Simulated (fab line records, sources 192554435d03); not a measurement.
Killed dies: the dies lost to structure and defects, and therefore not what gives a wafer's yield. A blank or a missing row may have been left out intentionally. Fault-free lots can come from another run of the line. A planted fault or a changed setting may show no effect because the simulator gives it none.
fab line records	flow n5Finfet
record lots=7	wafers=39
route steps=1938 shown FIN_SAQP@100 SD_EPI_P@321 GATE_CUT@510 MOL_CONTACT_COAG@559 BEOL_M1@816 BEOL_M2@914 BEOL_M4@1083 BEOL_M7@1266 BEOL_M10@1526 BEOL_M13@1694 PASS1_CAP@1873 PASSIVATION@1908
startH: hours from the record's first day to the start of the lot's first wafer shown	waitH: hours from the lot's prior step to this one	" the same as in the row above	L1.1+2: several wafers, shown together as one row	- value missing, or start not given	* or withheld: withheld	< > ~ a bound
route shown NAME@n: NAME is a module with steps in the file, n the number in the route of the first one	usual: mean/standard deviation taken from wafers without a fault	same: alike in all rows	chamber/n: place in a boat	sites: per-site readings	_std_site: their standard deviation	_edge_site: outer sites' mean less inner sites'	radiusMm: for every site, how far away it sits from the centre of the wafer	mask NAME#n: copy n	behind: tool/chamber where the wafer was last shaped	hold: why the lot went on hold/how many hours it stayed there/how the hold came to an end	device: names the non-switching transistor (n, p or np)	end of line: tests run on the same wafers once the route is complete	for a step that has no rows: nothing shown but its recipe	killed: not the wafer's yield, but the dies lost to structure and defects at the first sort	map: dies across one wafer; x = killed, . = not, _ = none there
set.NAME: the run value of the setting; set.NAME@STEP: its run value at that earlier step	model.NAME: the simulator's own value behind a step, which no gauge read
lots whose settings were changed on purpose; a table a step, a row a wafer
## steps
# step N5_FIN_SAQP_PECVD_06
# recipe material=a-Si	targetThkA=600	tempC=400	precursor=SiH4/He	pressureTorr=3	rfW=100	timeS=48.1
# step N5_FIN_SAQP_SPACER1_ALD_24
# recipe material=SiO2	targetThkA=203	tempC=300	aldPrecursorFamily=BDEAS	aldCoReactant=O2-plasma	pulseTimeS=1	purgeTimeS=2	coReactantPurgeTimeS=2	aldCycles=218	pressureTorr=2
# step N5_SD_EPI_P_EPI_21
# recipe material=SiGe:B	dopant=B	tempC=550	pressureTorr=20	ambient=H2	timeS=355
# step N5_GATE_CUT_ALD_22
# recipe material=SiNx	targetThkA=160	tempC=400	aldPrecursorFamily=SiH2I2	aldCoReactant=N2/H2-plasma	pulseTimeS=1	aldCycles=320	purgeTimeS=2	coReactantPurgeTimeS=2	pressureTorr=2
# step N5_MOL_CONTACT_COAG_ALD_27
# recipe material=SiOC	targetThkA=170	tempC=400	aldPrecursorFamily=carbosiloxane	aldCoReactant=H2-plasma	pulseTimeS=1.5	timeS=2720	purgeTimeS=2	coReactantPurgeTimeS=2	aldCycles=340	pressureTorr=2
# step N5_BEOL_M1_SPUTTER_79
# recipe material=Cu	targetThkA=45	tempC=-20	chamberPressurePa=0.07	powerW=withheld	timeS=8.29
# step N5_BEOL_M2_SPUTTER_90
# step N5_BEOL_M4_CVD_47
# recipe material=Co	targetThkA=30	tempC=withheld	precursor=CCTBA/H2	pressureTorr=30	timeS=223.8
# step N5_BEOL_M7_PECVD_70
# recipe material=SiO2	targetThkA=200	tempC=400	precursor=TEOS/O2	pressureTorr=5.5	rfW=450	teosFlowSccm=53.8	gas=O2	flowSccm=3000	timeS=22.7
# step N5_BEOL_M7_SURFACE_TREAT_79
# recipe gas=Ar	timeS=*	ionEnergyEv=*	ionCurrentMaCm2=0.5	pressureMtorr=*	arFlowSccm=30
# step N5_BEOL_M10_CVD_75
# recipe material=Co	targetThkA=20	tempC=withheld	precursor=CCTBA/H2	pressureTorr=30	timeS=138.9
# step N5_BEOL_M13_ETCH_68
# recipe chemistry=N2/H2	target=SOC	maskMaterial=SiARC	sourceW=3000	biasW=350	tempC=40	timeS=355	ionEnergyEv=200	pressureMtorr=30	n2FlowSccm=200	h2FlowSccm=200
# step N5_PASSIVATION_PECVD_55
# recipe material=SiO2	targetThkA=4000	tempC=400	precursor=SiH4/N2O	pressureTorr=2.7	rfW=608	timeS=22.5
# step N5_PASSIVATION_DESCUM_32
# recipe chemistry=O2	timeS=7.9	sourcePowerW=50	biasPowerW=20	pressureMtorr=20	rfFrequencyHz=2.712e+07	tempC=40	o2FlowSccm=225
# step N5_PASSIVATION_PROBE_49
# usual killedAtFrontEnd=40/12	killedDies=105/17	killedOnRim=14/3.4
lot.wafer	tool	chamber	startH	waitH	set.timeS@FIN_SAQP_PECVD_06	set.aldCycles@FIN_SAQP_SPACER1_ALD_24	set.timeS@SD_EPI_P_EPI_21	set.aldCycles@GATE_CUT_ALD_22	set.aldCycles@MOL_CONTACT_COAG_ALD_27	set.timeS@BEOL_M1_SPUTTER_79	set.targetThkA@BEOL_M2_SPUTTER_90	set.targetThkA@BEOL_M4_CVD_47	set.timeS@BEOL_M7_PECVD_70	set.timeS@BEOL_M7_SURFACE_TREAT_79	set.targetThkA@BEOL_M10_CVD_75	set.timeS@BEOL_M13_ETCH_68	set.timeS@PASSIVATION_PECVD_55	set.timeS@PASSIVATION_DESCUM_32	killedAtFrontEnd	killedDies	killedOnRim
L078.1	prober-01	-	339.11	0.0	23.49	218	355	320	340	8.29	28.42	30	22.7	*	20	460.8	10.08	7.9	40	78	8
L078.2	prober-01	-	339.16	0.1	48.1	152	262.8	320	240	8.29	28.42	25.31	22.7	*	20	355	10.08	7.9	33	94	9
L078.3	prober-01	-	339.21	0.1	23.49	218	262.8	257	340	8.29	45	30	18.86	*	20	460.8	22.5	7.9	51	95	16
L078.4	prober-01	-	339.26	0.2	48.1	152	262.8	257	340	8.29	28.42	25.31	18.86	*	20	355	22.5	7.9	46	93	12
L078.5	prober-01	-	339.31	0.2	48.1	218	355	320	240	8.29	45	25.31	18.86	*	20	460.8	10.08	7.9	42	84	8
L078.6	prober-01	-	339.36	0.3	23.49	152	355	257	240	8.29	45	30	22.7	*	20	355	22.5	7.9	38	80	8
L079.1	prober-01	-	343.51	0.1	48.1	218	355	415	340	4.043	45	30	34.22	*	20	355	30.68	7.9	38	89	6
L079.2	prober-01	-	343.56	0.1	55.96	218	355	320	340	4.043	45	24.52	34.22	*	13.16	463.7	22.5	7.9	38	79	13
L079.3	prober-01	-	343.61	0.2	48.1	218	355	320	441	8.29	45	30	34.22	*	13.16	463.7	30.68	7.9	29	85	14
L079.4	prober-01	-	343.66	0.2	55.96	218	355	320	441	8.29	45	30	22.7	*	13.16	355	22.5	7.9	41	98	16
L079.5	prober-01	-	343.71	0.3	55.96	218	355	415	340	8.29	45	24.52	22.7	*	20	355	22.5	7.9	33	110	14
L079.6	prober-01	-	343.76	0.3	48.1	218	355	415	441	4.043	45	24.52	22.7	*	20	463.7	30.68	7.9	32	94	16
L087.1	prober-01	-	382.54	0.0	21.32	156	180.1	201	340	8.29	45	41.27	30.19	*	20	205.8	27.66	9.255	24	102	15
L087.2	prober-01	-	382.59	0.1	48.1	218	180.1	320	271	8.29	19.17	41.27	22.7	*	13.03	205.8	27.66	7.9	52	122	21
L087.3	prober-01	-	382.64	0.1	21.32	218	355	320	340	12.63	19.17	30	22.7	*	20	355	22.5	9.255	26	101	14
L087.4	prober-01	-	382.69	0.2	48.1	156	355	201	340	12.63	45	30	30.19	*	20	355	22.5	7.9	33	119	10
L087.5	prober-01	-	382.74	0.2	21.32	218	355	201	271	8.29	19.17	30	30.19	*	13.03	205.8	22.5	7.9	61	122	14
L087.6	prober-01	-	382.79	0.3	48.1	156	180.1	320	271	12.63	45	41.27	22.7	*	13.03	355	27.66	9.255	49	107	16
L085.1	prober-01	-	383.39	0.0	20.15	131	556.6	320	523	8.29	45	30	22.7	*	20	355	22.5	7.9	1131	1178	152
L085.2	prober-01	-	383.44	0.1	20.15	131	355	320	340	8.29	45	30	32.86	*	20	276.9	30.7	3.809	1115	1179	151
L085.3	prober-01	-	383.49	0.1	48.1	131	556.6	320	340	8.29	45	30	32.86	*	20	276.9	22.5	7.9	1095	1178	152
L085.4	prober-01	-	383.54	0.2	48.1	218	556.6	320	340	8.29	45	30	22.7	*	20	355	30.7	3.809	37	102	16
L085.5	prober-01	-	383.59	0.2	48.1	218	355	320	523	8.29	45	30	22.7	*	20	276.9	22.5	3.809	35	103	14
L085.6	prober-01	-	383.64	0.3	20.15	218	355	320	523	8.29	45	30	32.86	*	20	355	30.7	7.9	34	86	10
L088.1	prober-02	-	397.59	0.0	48.1	218	355	320	340	8.29	45	30	22.7	*	20	282.2	22.5	7.9	34	93	17
L088.2	prober-02	-	397.64	0.1	48.1	90	355	129	340	8.29	45	20.36	22.7	*	20	282.2	22.5	4.435	1113	1180	152
L088.3	prober-02	-	397.69	0.1	48.1	218	355	320	146	8.29	45	20.36	22.7	*	20	282.2	30.7	4.435	61	114	14
L088.4	prober-02	-	397.74	0.2	48.1	90	355	320	146	8.29	45	30	22.7	*	20	355	22.5	7.9	1126	1180	152
L088.5	prober-02	-	397.79	0.2	48.1	90	355	129	146	8.29	45	30	22.7	*	20	355	30.7	4.435	1128	1180	152
L088.6	prober-02	-	397.84	0.3	48.1	218	355	129	340	8.29	45	20.36	22.7	*	20	355	30.7	7.9	39	101	17
L095.2	prober-02	-	443.33	0.1	48.1	218	355	320	340	8.29	45	30	22.7	*	20	355	22.5	7.9	33	119	14
L095.3	prober-02	-	443.38	0.1	48.1	218	355	320	340	8.29	45	30	22.7	*	20	355	22.5	7.9	34	84	15
L095.4	prober-02	-	443.43	0.2	48.1	218	355	320	340	8.29	45	30	22.7	*	20	355	22.5	7.9	29	100	11
L097.1	prober-01	-	468.48	0.0	48.1	146	355	257	340	5.403	36.86	15.58	15.99	*	20	214.1	22.5	9.858	98	152	21
L097.2	prober-01	-	468.53	0.1	48.1	218	236.2	257	340	5.403	45	30	15.99	*	11.89	355	22.5	9.858	17	94	11
L097.3	prober-01	-	468.58	0.1	22.26	218	355	320	247	5.403	45	15.58	22.7	*	11.89	214.1	22.5	7.9	31	100	15
L097.4	prober-01	-	468.63	0.2	22.26	218	236.2	320	340	8.29	36.86	15.58	22.7	*	11.89	355	22.5	9.858	25	113	13
L097.5	prober-01	-	468.68	0.2	48.1	146	236.2	320	247	8.29	45	30	15.99	*	20	355	22.5	7.9	88	175	24
L097.6	prober-01	-	468.73	0.3	22.26	146	355	257	247	8.29	36.86	30	22.7	*	20	214.1	22.5	7.9	105	217	31
# killed by level:class
L078.1 FIN_SAQP:geometricParticle:short=14 BEOL_M2:geometricParticle:open=11 MOL_CONTACT_COAG:geometricParticle:open=10 GATE_CUT:geometricParticle:short=7 FIN_SAQP:geometricParticle:open=6 BEOL_M0_SAQP:geometricParticle:short=4 STARTING-WAFER:geometricParticle:open=4 STI_FIN_REVEAL:geometricParticle:open=3
L078.2 BEOL_M2:geometricParticle:open=20 FIN_SAQP:geometricParticle:open=10 BEOL_M3:geometricParticle:open=9 DUMMY_GATE:geometricParticle:open=4 GATE_CUT:geometricParticle:short=4 MOL_CONTACT_COAG:geometricParticle:open=4 BEOL_M0_SAQP:geometricParticle:open=4 BEOL_M8:geometricParticle:open=4
L078.3 FIN_SAQP:geometricParticle:short=14 STI_FIN_REVEAL:geometricParticle:open=14 MOL_CONTACT_COAG:geometricParticle:open=9 FIN_SAQP:geometricParticle:open=7 STI_FIN_REVEAL:geometricParticle:short=4 GATE_CUT:geometricParticle:open=4 BEOL_M2:geometricParticle:open=4 BEOL_M4:geometricParticle:open=4
L078.4 BEOL_M2:geometricParticle:open=14 FIN_SAQP:geometricParticle:open=12 FIN_SAQP:geometricParticle:short=7 STI_FIN_REVEAL:geometricParticle:open=6 BEOL_M2:geometricParticle:short=5 DUMMY_GATE:geometricParticle:open=4 GATE_CUT:geometricParticle:short=4 STARTING-WAFER:geometricParticle:short=4
L078.5 BEOL_M2:geometricParticle:open=8 FIN_SAQP:geometricParticle:open=7 MOL_CONTACT_COAG:geometricParticle:open=6 FIN_SAQP:geometricParticle:short=5 GATE_CUT:geometricParticle:open=5 DUMMY_GATE:geometricParticle:open=5 GATE_CUT:geometricParticle:short=5 BEOL_M1:geometricParticle:open=5
L078.6 BEOL_M2:geometricParticle:open=8 FIN_SAQP:geometricParticle:open=7 STI_FIN_REVEAL:geometricParticle:open=7 GATE_CUT:geometricParticle:short=7 MOL_CONTACT_COAG:geometricParticle:open=6 BEOL_M1:geometricParticle:open=6 FIN_SAQP:geometricParticle:short=3 DUMMY_GATE:geometricParticle:open=3
L079.1 DUMMY_GATE:geometricParticle:open=12 FIN_SAQP:geometricParticle:open=10 MOL_CONTACT_COAG:geometricParticle:open=9 FIN_SAQP:geometricParticle:short=9 BEOL_M2:geometricParticle:open=9 BEOL_M0_SAQP:geometricParticle:open=7 BEOL_M4:geometricParticle:open=5 BEOL_M3:geometricParticle:open=4
L079.2 DUMMY_GATE:geometricParticle:open=9 MOL_CONTACT_COAG:geometricParticle:open=7 FIN_SAQP:geometricParticle:short=6 FIN_SAQP:geometricParticle:open=5 BEOL_M2:geometricParticle:open=4 STI_FIN_REVEAL:geometricParticle:open=4 BEOL_M1:geometricParticle:open=4 BEOL_M4:geometricParticle:open=4
L079.3 FIN_SAQP:geometricParticle:short=8 BEOL_M8:geometricParticle:open=7 BEOL_M2:geometricParticle:open=7 BEOL_M5:geometricParticle:open=7 FIN_SAQP:geometricParticle:open=5 BEOL_M1:geometricParticle:open=5 MOL_CONTACT_COAG:geometricParticle:open=4 BEOL_M0_SAQP:geometricParticle:open=3
L079.4 FIN_SAQP:geometricParticle:open=10 STI_FIN_REVEAL:geometricParticle:open=8 MOL_CONTACT_COAG:geometricParticle:open=8 BEOL_M0_SAQP:geometricParticle:open=8 BEOL_M4:geometricParticle:open=8 BEOL_M0_SAQP:geometricParticle:short=7 STARTING-WAFER:geometricParticle:short=6 HKMG_FIN:areaEtch=6
L079.5 MOL_CONTACT_COAG:geometricParticle:open=14 BEOL_M1:geometricParticle:open=10 FIN_SAQP:geometricParticle:open=10 FIN_SAQP:geometricParticle:short=10 BEOL_M3:geometricParticle:open=10 BEOL_M0_SAQP:geometricParticle:open=7 BEOL_M0_SAQP:geometricParticle:short=6 BEOL_M4:geometricParticle:short=6
L079.6 FIN_SAQP:geometricParticle:open=12 MOL_CONTACT_COAG:geometricParticle:open=9 BEOL_M3:geometricParticle:open=8 BEOL_M1:geometricParticle:open=6 BEOL_M2:geometricParticle:open=6 BEOL_M0_SAQP:geometricParticle:short=5 DUMMY_GATE:geometricParticle:open=4 STARTING-WAFER:geometricParticle:open=4
L087.1 BEOL_M0_SAQP:geometricParticle:short=15 BEOL_M0_SAQP:geometricParticle:open=13 MOL_CONTACT_COAG:geometricParticle:open=8 STI_FIN_REVEAL:geometricParticle:open=7 BEOL_M2:geometricParticle:open=7 BEOL_M1:geometricParticle:open=6 BEOL_M4:geometricParticle:open=5 FIN_SAQP:geometricParticle:open=4
L087.2 STI_FIN_REVEAL:geometricParticle:open=14 FIN_SAQP:geometricParticle:open=11 BEOL_M4:geometricParticle:open=10 MOL_CONTACT_COAG:geometricParticle:open=8 BEOL_M3:geometricParticle:short=8 FIN_SAQP:geometricParticle:short=7 BEOL_M0_SAQP:geometricParticle:short=7 BEOL_M1:geometricParticle:open=7
L087.3 STI_FIN_REVEAL:geometricParticle:open=12 MOL_CONTACT_COAG:geometricParticle:open=12 BEOL_M0_SAQP:geometricParticle:short=11 BEOL_M0_SAQP:geometricParticle:open=11 BEOL_M1:geometricParticle:open=11 STI_FIN_REVEAL:geometricParticle:short=5 BEOL_M3:geometricParticle:open=5 BEOL_M4:geometricParticle:open=5
L087.4 BEOL_M0_SAQP:geometricParticle:open=25 BEOL_M0_SAQP:geometricParticle:short=20 FIN_SAQP:geometricParticle:open=7 MOL_CONTACT_COAG:geometricParticle:open=7 BEOL_M4:geometricParticle:open=5 STARTING-WAFER:geometricParticle:short=5 GATE_CUT:geometricParticle:short=4 BEOL_M2:geometricParticle:open=4
L087.5 FIN_SAQP:geometricParticle:open=30 MOL_CONTACT_COAG:geometricParticle:open=13 BEOL_M0_SAQP:geometricParticle:short=11 BEOL_M0_SAQP:geometricParticle:open=9 STI_FIN_REVEAL:geometricParticle:open=9 FIN_SAQP:geometricParticle:short=7 BEOL_M1:geometricParticle:open=5 STARTING-WAFER:geometricParticle:open=5
L087.6 STI_FIN_REVEAL:geometricParticle:open=21 BEOL_M0_SAQP:geometricParticle:short=12 BEOL_M0_SAQP:geometricParticle:open=11 FIN_SAQP:geometricParticle:open=9 BEOL_M4:geometricParticle:open=7 GATE_CUT:geometricParticle:short=5 MOL_CONTACT_COAG:geometricParticle:open=5 BEOL_M5:geometricParticle:open=5
L085.1 FIN_SAQP:areaAld=1066 STI_FIN_REVEAL:geometricParticle:open=21 FIN_SAQP:geometricParticle:open=14 FIN_SAQP:geometricParticle:short=10 BEOL_M3:geometricParticle:open=7 BEOL_M0:geometricParticle:open=7 BEOL_M2:geometricParticle:short=5 STARTING-WAFER:geometricParticle:short=5
L085.2 FIN_SAQP:areaAld=1083 BEOL_M1:geometricParticle:open=10 FIN_SAQP:geometricParticle:short=9 BEOL_M2:geometricParticle:open=9 MOL_CONTACT_COAG:geometricParticle:open=7 BEOL_M0:geometricParticle:open=7 STI_FIN_REVEAL:geometricParticle:open=6 FIN_SAQP:geometricParticle:open=5
L085.3 FIN_SAQP:areaAld=1051 BEOL_M2:geometricParticle:open=14 FIN_SAQP:geometricParticle:open=13 BEOL_M1:geometricParticle:open=10 STI_FIN_REVEAL:geometricParticle:open=9 BEOL_M0_SAQP:geometricParticle:open=9 BEOL_M0:geometricParticle:open=9 MOL_CONTACT_COAG:geometricParticle:open=8
L085.4 MOL_CONTACT_COAG:geometricParticle:open=14 STI_FIN_REVEAL:geometricParticle:open=12 FIN_SAQP:geometricParticle:open=8 BEOL_M2:geometricParticle:open=8 BEOL_M0:geometricParticle:open=6 MOL_CONTACT_COAG:geometricParticle:short=5 BEOL_M3:geometricParticle:open=5 BEOL_M1:geometricParticle:open=4
L085.5 FIN_SAQP:geometricParticle:open=11 BEOL_M3:geometricParticle:open=10 BEOL_M0:geometricParticle:open=8 BEOL_M1:geometricParticle:open=7 MOL_CONTACT_COAG:geometricParticle:open=7 BEOL_M2:geometricParticle:open=7 FIN_SAQP:geometricParticle:short=4 BEOL_M0:geometricParticle:short=4
L085.6 FIN_SAQP:geometricParticle:short=9 FIN_SAQP:geometricParticle:open=6 BEOL_M5:geometricParticle:open=6 STI_FIN_REVEAL:geometricParticle:open=5 BEOL_M1:geometricParticle:open=5 BEOL_M0_SAQP:geometricParticle:open=4 BEOL_M3:geometricParticle:open=4 BEOL_M1:geometricParticle:short=3
L088.1 BEOL_M0_SAQP:geometricParticle:short=8 BEOL_M3:geometricParticle:open=8 BEOL_M0:geometricParticle:open=7 STI_FIN_REVEAL:geometricParticle:open=6 HKMG_FIN:areaEtch=6 BEOL_M0_SAQP:geometricParticle:open=5 BEOL_M3:geometricParticle:short=5 FIN_SAQP:geometricParticle:open=4
L088.2 FIN_SAQP:areaAld=1077 BEOL_M0_SAQP:geometricParticle:short=16 FIN_SAQP:geometricParticle:open=10 MOL_CONTACT_COAG:geometricParticle:open=7 BEOL_M0_SAQP:geometricParticle:open=7 FIN_SAQP:geometricParticle:short=6 STI_FIN_REVEAL:geometricParticle:open=6 MIM_TOP_ETCH:geometricParticle:short=6
L088.3 FIN_SAQP:geometricParticle:open=24 FIN_SAQP:geometricParticle:short=10 BEOL_M3:geometricParticle:open=6 MOL_CONTACT_COAG:geometricParticle:open=6 GATE_CUT:geometricParticle:short=5 DUMMY_GATE:geometricParticle:open=5 BEOL_M0:geometricParticle:open=5 BEOL_M0_SAQP:geometricParticle:open=4
L088.4 FIN_SAQP:areaAld=1082 MOL_CONTACT_COAG:geometricParticle:open=10 DUMMY_GATE:geometricParticle:open=8 BEOL_M2:geometricParticle:open=8 FIN_SAQP:geometricParticle:short=7 STI_FIN_REVEAL:geometricParticle:open=6 BEOL_M0_SAQP:geometricParticle:short=6 FIN_SAQP:geometricParticle:open=5
L088.5 FIN_SAQP:areaAld=1077 FIN_SAQP:geometricParticle:open=20 STI_FIN_REVEAL:geometricParticle:open=10 FIN_SAQP:geometricParticle:short=9 BEOL_M0_SAQP:geometricParticle:open=6 BEOL_M0_SAQP:geometricParticle:short=5 BEOL_M4:geometricParticle:open=5 BEOL_M5:geometricParticle:open=5
L088.6 BEOL_M4:geometricParticle:open=10 MOL_CONTACT_COAG:geometricParticle:open=9 DUMMY_GATE:geometricParticle:open=7 STI_FIN_REVEAL:geometricParticle:open=6 BEOL_M0_SAQP:geometricParticle:short=6 STARTING-WAFER:geometricParticle:open=5 BEOL_M2:geometricParticle:open=5 FIN_SAQP:geometricParticle:open=4
L095.2 BEOL_M2:geometricParticle:open=14 MOL_CONTACT_COAG:geometricParticle:open=13 MOL_CONTACT_COAG:geometricParticle:short=10 BEOL_M4:geometricParticle:open=9 BEOL_M3:geometricParticle:open=8 FIN_SAQP:geometricParticle:open=7 FIN_SAQP:geometricParticle:short=5 GATE_CUT:geometricParticle:short=5
L095.3 MOL_CONTACT_COAG:geometricParticle:open=12 BEOL_M2:geometricParticle:open=9 STI_FIN_REVEAL:geometricParticle:open=7 BEOL_M0_SAQP:geometricParticle:open=6 STARTING-WAFER:geometricParticle:short=5 FIN_SAQP:geometricParticle:short=4 DUMMY_GATE:geometricParticle:open=4 FIN_SAQP:geometricParticle:open=3
L095.4 BEOL_M2:geometricParticle:open=18 MOL_CONTACT_COAG:geometricParticle:open=10 BEOL_M0_SAQP:geometricParticle:open=9 BEOL_M0_SAQP:geometricParticle:short=7 FIN_SAQP:geometricParticle:short=5 STI_FIN_REVEAL:geometricParticle:open=4 BEOL_M4:geometricParticle:open=4 FIN_SAQP:geometricParticle:open=3
L097.1 FIN_SAQP:areaAld=48 FIN_SAQP:geometricParticle:open=13 BEOL_M2:geometricParticle:open=10 FIN_SAQP:geometricParticle:short=8 BEOL_M0_SAQP:geometricParticle:short=7 STI_FIN_REVEAL:geometricParticle:open=6 BEOL_M1:geometricParticle:open=6 BEOL_M3:geometricParticle:open=5
L097.2 BEOL_M2:geometricParticle:open=10 BEOL_M0_SAQP:geometricParticle:open=8 MOL_CONTACT_COAG:geometricParticle:open=7 BEOL_M0_SAQP:geometricParticle:short=7 BEOL_M1:geometricParticle:open=6 BEOL_M3:geometricParticle:open=6 BEOL_M4:geometricParticle:open=6 MIM_TOP_ETCH:geometricParticle:short=4
L097.3 BEOL_M0_SAQP:geometricParticle:open=11 FIN_SAQP:geometricParticle:open=8 MOL_CONTACT_COAG:geometricParticle:open=8 BEOL_M2:geometricParticle:open=8 BEOL_M4:geometricParticle:open=7 BEOL_M0_SAQP:geometricParticle:short=5 BEOL_M3:geometricParticle:open=5 BEOL_M8:geometricParticle:open=5
L097.4 BEOL_M0_SAQP:geometricParticle:short=15 BEOL_M2:geometricParticle:open=12 BEOL_M0_SAQP:geometricParticle:open=9 BEOL_M3:geometricParticle:open=8 FIN_SAQP:geometricParticle:open=5 STI_FIN_REVEAL:geometricParticle:open=5 BEOL_M1:geometricParticle:open=5 BEOL_M4:geometricParticle:open=5
L097.5 FIN_SAQP:areaAld=67 BEOL_M3:geometricParticle:open=14 BEOL_M2:geometricParticle:open=13 BEOL_M0_SAQP:geometricParticle:short=8 BEOL_M0_SAQP:geometricParticle:open=7 BEOL_M1:geometricParticle:open=7 BEOL_M4:geometricParticle:open=7 FIN_SAQP:geometricParticle:open=5
L097.6 FIN_SAQP:areaAld=63 BEOL_M2:geometricParticle:open=15 MOL_CONTACT_COAG:geometricParticle:open=14 BEOL_M3:geometricParticle:open=14 BEOL_M0_SAQP:geometricParticle:short=12 BEOL_M0_SAQP:geometricParticle:open=11 FIN_SAQP:geometricParticle:open=10 BEOL_M1:geometricParticle:open=9
## key
split step=N5_FIN_SAQP_PECVD_06	setting=timeS	statedAs=48.1
response none clear
split step=N5_FIN_SAQP_SPACER1_ALD_24	setting=aldCycles	statedAs=218
response step=N5_PASSIVATION_PROBE_49	reading=killedAtFrontEnd	slope=-15.9	per=1%	togetherWith=all	explained=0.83
response step=N5_PASSIVATION_PROBE_49	reading=killedDies	slope=-15.8	per=1%	togetherWith=all	explained=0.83
response step=N5_PASSIVATION_PROBE_49	reading=killedOnRim	slope=-2.01	per=1%	togetherWith=all	explained=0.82
split step=N5_SD_EPI_P_EPI_21	setting=timeS	statedAs=355
response none clear
split step=N5_GATE_CUT_ALD_22	setting=aldCycles	statedAs=320
response none clear
split step=N5_MOL_CONTACT_COAG_ALD_27	setting=aldCycles	statedAs=340
response none clear
split step=N5_BEOL_M1_SPUTTER_79	setting=timeS	statedAs=8.29
response none clear
split step=N5_BEOL_M2_SPUTTER_90	setting=targetThkA	statedAs=45
response none clear
split step=N5_BEOL_M4_CVD_47	setting=targetThkA	statedAs=30
response none clear
split step=N5_BEOL_M7_PECVD_70	setting=timeS	statedAs=22.7
response none clear
split step=N5_BEOL_M7_SURFACE_TREAT_79	setting=timeS	statedAs=*
response none clear
split step=N5_BEOL_M10_CVD_75	setting=targetThkA	statedAs=20
response none clear
split step=N5_BEOL_M13_ETCH_68	setting=timeS	statedAs=355
response none clear
split step=N5_PASSIVATION_PECVD_55	setting=timeS	statedAs=22.5
response none clear
split step=N5_PASSIVATION_DESCUM_32	setting=timeS	statedAs=7.9
response none clear
